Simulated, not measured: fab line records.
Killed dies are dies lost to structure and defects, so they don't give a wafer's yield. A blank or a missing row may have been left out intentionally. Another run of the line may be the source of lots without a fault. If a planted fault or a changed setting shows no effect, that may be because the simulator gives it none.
The tool behind it: which one? -- flow n5Finfet -- 10 lots, 30 wafers sampled, at 4 steps of a route of 1938

## WHAT THE GAUGES READ, wafer by wafer
N5_BEOL_M9_CD_MEAS_28: the cd target is 70 nm.
lot,measured,on,cdNm (nm)
L939,day 10 05:41,cdSem-01,70.13 70.40 70.21
L938,day 10 05:52,cdSem-01,69.83 69.48 69.99
L942,day 10 15:47,cdSem-01,70.21 70.11 70.32
L945,day 11 14:19,cdSem-01,69.81 69.64 69.76
L950,day 13 00:40,cdSem-03,69.81 69.69 69.72
L952,day 13 10:25,cdSem-03,68.08 68.25 68.25
L953,day 14 07:34,cdSem-03,69.13 68.82 68.80
L955,day 14 10:49,cdSem-02,69.20 69.23 68.94
L956,day 14 14:03,cdSem-03,69.02 69.42 69.33
L958,day 15 15:58,cdSem-03,69.63 69.67 69.80

## WHICH TOOL RAN EACH LOT (tool, then ch and the chambers of the sampled wafers, then the start)
lot,N5_BEOL_M9_HM_DEP_02,N5_BEOL_M9_DESCUM_16,N5_BEOL_M9_EXPOSE_25
L939,"pvdSputter-01, day 10 02:01","rieDiel-05 ch 1,2,3, day 10 02:37","euvScanner-01 ch 0, day 10 05:34"
L938,"pvdSputter-01, day 10 02:07","rieDiel-03 ch 1,2,3, day 10 02:47","euvScanner-02 ch 0, day 10 05:44"
L942,"pvdSputter-02, day 10 14:08","rieDiel-05 ch 0,1,3, day 10 14:44","euvScanner-01 ch 0, day 10 15:39"
L945,"pvdSputter-03, day 11 12:01","rieDiel-03 ch 0,1,3, day 11 13:19","euvScanner-01 ch 0, day 11 14:11"
L950,"pvdSputter-01, day 12 23:03","rieDiel-05 ch 0,1,3, day 12 23:41","euvScanner-02 ch 0, day 13 00:32"
L952,"pvdSputter-01, day 13 07:02","rieDiel-05 ch 1,3, day 13 07:37","euvScanner-02 ch 0, day 13 10:17"
L953,"pvdSputter-02, day 14 03:00","rieDiel-03 ch 1,2, day 14 03:35","euvScanner-02 ch 0, day 14 07:26"
L955,"pvdSputter-02, day 14 08:29","rieDiel-02 ch 0,2,3, day 14 09:13","euvScanner-02 ch 0, day 14 10:41"
L956,"pvdSputter-01, day 14 11:56","rieDiel-02 ch 0,1,3, day 14 12:24","euvScanner-02 ch 0, day 14 13:55"
L958,"pvdSputter-02, day 15 13:20","rieDiel-02 ch 2,3, day 15 13:56","euvScanner-01 ch 0, day 15 15:50"
- N5_BEOL_M9_HM_DEP_02: deposits TiN, target thk 20 nm.
- N5_BEOL_M9_DESCUM_16: chemistry O2, time 7.9 s.
- N5_BEOL_M9_EXPOSE_25: exposes mask V8.

## THE ANSWER, worked out from the rows above alone
Rule: usual is defined by the lots themselves. Put in order of their means at a reading, lots are off if they are a third of the lots or fewer, leave a main group of 4 or more, and stand apart from it by a gap of 3 or more times the standard deviation of the main group's means; of several such gaps the widest counts. A main group is skipped when, at the precision printed for the reading in the tables above, its means are all equal. Also off: a lot with no number at a reading for which 4 or more lots have one. Any other lot the step has rows for is counted as sound.
Nothing can be told from this: no lot is off at any reading shown.

## WHAT HAD BEEN PUT IN BY THE SIMULATOR
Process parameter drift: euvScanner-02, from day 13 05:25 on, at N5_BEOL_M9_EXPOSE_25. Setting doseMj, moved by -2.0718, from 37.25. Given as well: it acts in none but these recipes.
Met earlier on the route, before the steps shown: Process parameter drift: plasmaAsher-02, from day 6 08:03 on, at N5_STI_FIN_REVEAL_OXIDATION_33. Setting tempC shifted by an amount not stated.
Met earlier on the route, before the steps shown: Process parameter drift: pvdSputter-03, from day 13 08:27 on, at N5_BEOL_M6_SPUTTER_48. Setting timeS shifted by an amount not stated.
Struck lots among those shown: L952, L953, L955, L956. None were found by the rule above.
